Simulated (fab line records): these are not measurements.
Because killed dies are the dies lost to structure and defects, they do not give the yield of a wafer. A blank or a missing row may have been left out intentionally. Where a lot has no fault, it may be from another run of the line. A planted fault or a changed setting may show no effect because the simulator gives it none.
Lot-split experiment || flow n5_finfet || 21 wafers read across 7 lots, on a route 1938 steps long

## ABOUT THE SPLIT
At N5_BEOL_M13_COAT_22 (resist thk 300 nm), the setting spin_rpm was moved away from the recipe's 2888 rpm on 4 of the 21 wafers read, by -8.3% to +8.3%. The other wafers ran this setting at the recipe's value.

The reading comes from the split's own step.

## THE READING
coat_of_BEOL_M13_COAT_22.thk_nm (the simulator's own value, which no gauge read), in nm, at N5_BEOL_M13_COAT_22 (resist thk 300 nm). No usual value for it is given in the file. Here, 17 wafers ran the recipe; their average is 300.4 nm with a standard deviation of 0.84 nm.

{"wafer": "L076.3", "tool, chamber at the split": "litho_track-02, 0", "spin_rpm as run, rpm": 2888, "against the recipe": "recipe", "coat_of_BEOL_M13_COAT_22.thk_nm, nm": 301.2, "against lot-mates on the recipe": "-"}
{"wafer": "L076.4", "tool, chamber at the split": "litho_track-02, 0", "spin_rpm as run, rpm": 2755, "against the recipe": "-4.6%", "coat_of_BEOL_M13_COAT_22.thk_nm, nm": 308.2, "against lot-mates on the recipe": "+7.3"}
{"wafer": "L076.5", "tool, chamber at the split": "litho_track-02, 0", "spin_rpm as run, rpm": 2888, "against the recipe": "recipe", "coat_of_BEOL_M13_COAT_22.thk_nm, nm": 300.6, "against lot-mates on the recipe": "-"}
{"wafer": "L079.1", "tool, chamber at the split": "litho_track-05, 0", "spin_rpm as run, rpm": 2888, "against the recipe": "recipe", "coat_of_BEOL_M13_COAT_22.thk_nm, nm": 299.8, "against lot-mates on the recipe": "-"}
{"wafer": "L079.5", "tool, chamber at the split": "litho_track-05, 0", "spin_rpm as run, rpm": 2888, "against the recipe": "recipe", "coat_of_BEOL_M13_COAT_22.thk_nm, nm": 299.6, "against lot-mates on the recipe": "-"}
{"wafer": "L079.6", "tool, chamber at the split": "litho_track-05, 0", "spin_rpm as run, rpm": 2648, "against the recipe": "-8.3%", "coat_of_BEOL_M13_COAT_22.thk_nm, nm": 313.2, "against lot-mates on the recipe": "+13.5"}
{"wafer": "L086.1", "tool, chamber at the split": "litho_track-04, 0", "spin_rpm as run, rpm": 3128, "against the recipe": "+8.3%", "coat_of_BEOL_M13_COAT_22.thk_nm, nm": 287, "against lot-mates on the recipe": -12.2}
{"wafer": "L086.4", "tool, chamber at the split": "litho_track-04, 0", "spin_rpm as run, rpm": 3128, "against the recipe": "+8.3%", "coat_of_BEOL_M13_COAT_22.thk_nm, nm": 288.2, "against lot-mates on the recipe": -11.0}
{"wafer": "L086.6", "tool, chamber at the split": "litho_track-04, 0", "spin_rpm as run, rpm": 2888, "against the recipe": "recipe", "coat_of_BEOL_M13_COAT_22.thk_nm, nm": 299.2, "against lot-mates on the recipe": "-"}
{"wafer": "L087.4", "tool, chamber at the split": "litho_track-02, 0", "spin_rpm as run, rpm": 2888, "against the recipe": "recipe", "coat_of_BEOL_M13_COAT_22.thk_nm, nm": 301, "against lot-mates on the recipe": "-"}
{"wafer": "L087.5", "tool, chamber at the split": "litho_track-02, 0", "spin_rpm as run, rpm": 2888, "against the recipe": "recipe", "coat_of_BEOL_M13_COAT_22.thk_nm, nm": 301.2, "against lot-mates on the recipe": "-"}
{"wafer": "L087.6", "tool, chamber at the split": "litho_track-02, 0", "spin_rpm as run, rpm": 2888, "against the recipe": "recipe", "coat_of_BEOL_M13_COAT_22.thk_nm, nm": 300.6, "against lot-mates on the recipe": "-"}
{"wafer": "L088.1", "tool, chamber at the split": "litho_track-02, 0", "spin_rpm as run, rpm": 2888, "against the recipe": "recipe", "coat_of_BEOL_M13_COAT_22.thk_nm, nm": 299.4, "against lot-mates on the recipe": "-"}
{"wafer": "L088.5", "tool, chamber at the split": "litho_track-02, 0", "spin_rpm as run, rpm": 2888, "against the recipe": "recipe", "coat_of_BEOL_M13_COAT_22.thk_nm, nm": 299.8, "against lot-mates on the recipe": "-"}
{"wafer": "L088.6", "tool, chamber at the split": "litho_track-02, 0", "spin_rpm as run, rpm": 2888, "against the recipe": "recipe", "coat_of_BEOL_M13_COAT_22.thk_nm, nm": 299.8, "against lot-mates on the recipe": "-"}
{"wafer": "L096.1", "tool, chamber at the split": "litho_track-04, 0", "spin_rpm as run, rpm": 2888, "against the recipe": "recipe", "coat_of_BEOL_M13_COAT_22.thk_nm, nm": 300, "against lot-mates on the recipe": "-"}
{"wafer": "L096.2", "tool, chamber at the split": "litho_track-04, 0", "spin_rpm as run, rpm": 2888, "against the recipe": "recipe", "coat_of_BEOL_M13_COAT_22.thk_nm, nm": 300.2, "against lot-mates on the recipe": "-"}
{"wafer": "L096.6", "tool, chamber at the split": "litho_track-04, 0", "spin_rpm as run, rpm": 2888, "against the recipe": "recipe", "coat_of_BEOL_M13_COAT_22.thk_nm, nm": 299.6, "against lot-mates on the recipe": "-"}
{"wafer": "L097.1", "tool, chamber at the split": "litho_track-05, 0", "spin_rpm as run, rpm": 2888, "against the recipe": "recipe", "coat_of_BEOL_M13_COAT_22.thk_nm, nm": 301.2, "against lot-mates on the recipe": "-"}
{"wafer": "L097.3", "tool, chamber at the split": "litho_track-05, 0", "spin_rpm as run, rpm": 2888, "against the recipe": "recipe", "coat_of_BEOL_M13_COAT_22.thk_nm, nm": 302.2, "against lot-mates on the recipe": "-"}
{"wafer": "L097.6", "tool, chamber at the split": "litho_track-05, 0", "spin_rpm as run, rpm": 2888, "against the recipe": "recipe", "coat_of_BEOL_M13_COAT_22.thk_nm, nm": 301.6, "against lot-mates on the recipe": "-"}

THE FIT
A straight line over all 21 wafers: coat_of_BEOL_M13_COAT_22.thk_nm changes by -1.56 nm for each +1% of spin_rpm; r = -0.99; the points scatter about the line by 0.83 nm.
The same after taking each lot's own level away (the mean of its wafers on the recipe; 21 wafers): -1.48 nm for each +1%; r = -1.00; scatter 0.46 nm.
The reading moves by 12 nm for the largest change in spin_rpm, on that fit.
The span of the lots' own levels, 299.20 to 301.67 nm, comes to 2.9 times the standard deviation stated above.
So the lot-to-lot level changes the slope little: the two slopes agree.
Check: -12.2 nm against its lot-mates is what the line predicts for one of the wafers moved furthest among these (+8.3%) when that wafer is left out of the fit. It came out at -12.2 nm against them.

## OTHER SPLITS ON THESE WAFERS
Note: prior to the reading, these wafers also went through further splits. Each is held against what the fit with the lots' levels taken away leaves over:
{"other split on the same wafers": "N5_BEOL_M8_PEB_09 peb_time_s", "wafers away from the commonest value": 6, "r with coat_of_BEOL_M13_COAT_22.thk_nm (lot level and that fit taken away)": -0.03}
{"other split on the same wafers": "N5_BEOL_M8_DEP_56 time_s", "wafers away from the commonest value": 10, "r with coat_of_BEOL_M13_COAT_22.thk_nm (lot level and that fit taken away)": "+0.10"}
{"other split on the same wafers": "N5_BEOL_M9_SPUTTER_48 power_w", "wafers away from the commonest value": 3, "r with coat_of_BEOL_M13_COAT_22.thk_nm (lot level and that fit taken away)": "+0.03"}
{"other split on the same wafers": "N5_BEOL_M10_VIA_ETCH_34 time_s", "wafers away from the commonest value": 11, "r with coat_of_BEOL_M13_COAT_22.thk_nm (lot level and that fit taken away)": "+0.27"}
{"other split on the same wafers": "N5_BEOL_M11_ETCH_62 time_s", "wafers away from the commonest value": 10, "r with coat_of_BEOL_M13_COAT_22.thk_nm (lot level and that fit taken away)": -0.06}
{"other split on the same wafers": "N5_BEOL_M11_COAT_63 spin_rpm", "wafers away from the commonest value": 7, "r with coat_of_BEOL_M13_COAT_22.thk_nm (lot level and that fit taken away)": -0.43}
{"other split on the same wafers": "N5_BEOL_M12_SPUTTER_43 time_s", "wafers away from the commonest value": 2, "r with coat_of_BEOL_M13_COAT_22.thk_nm (lot level and that fit taken away)": "+0.18"}
{"other split on the same wafers": "N5_BEOL_M12_SPUTTER_44 time_s", "wafers away from the commonest value": 5, "r with coat_of_BEOL_M13_COAT_22.thk_nm (lot level and that fit taken away)": "+0.47"}

## THE FILE'S OWN FIT
coat_of_BEOL_M13_COAT_22.thk_nm changes by -1.52 nm for each +1% of spin_rpm, r = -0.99.
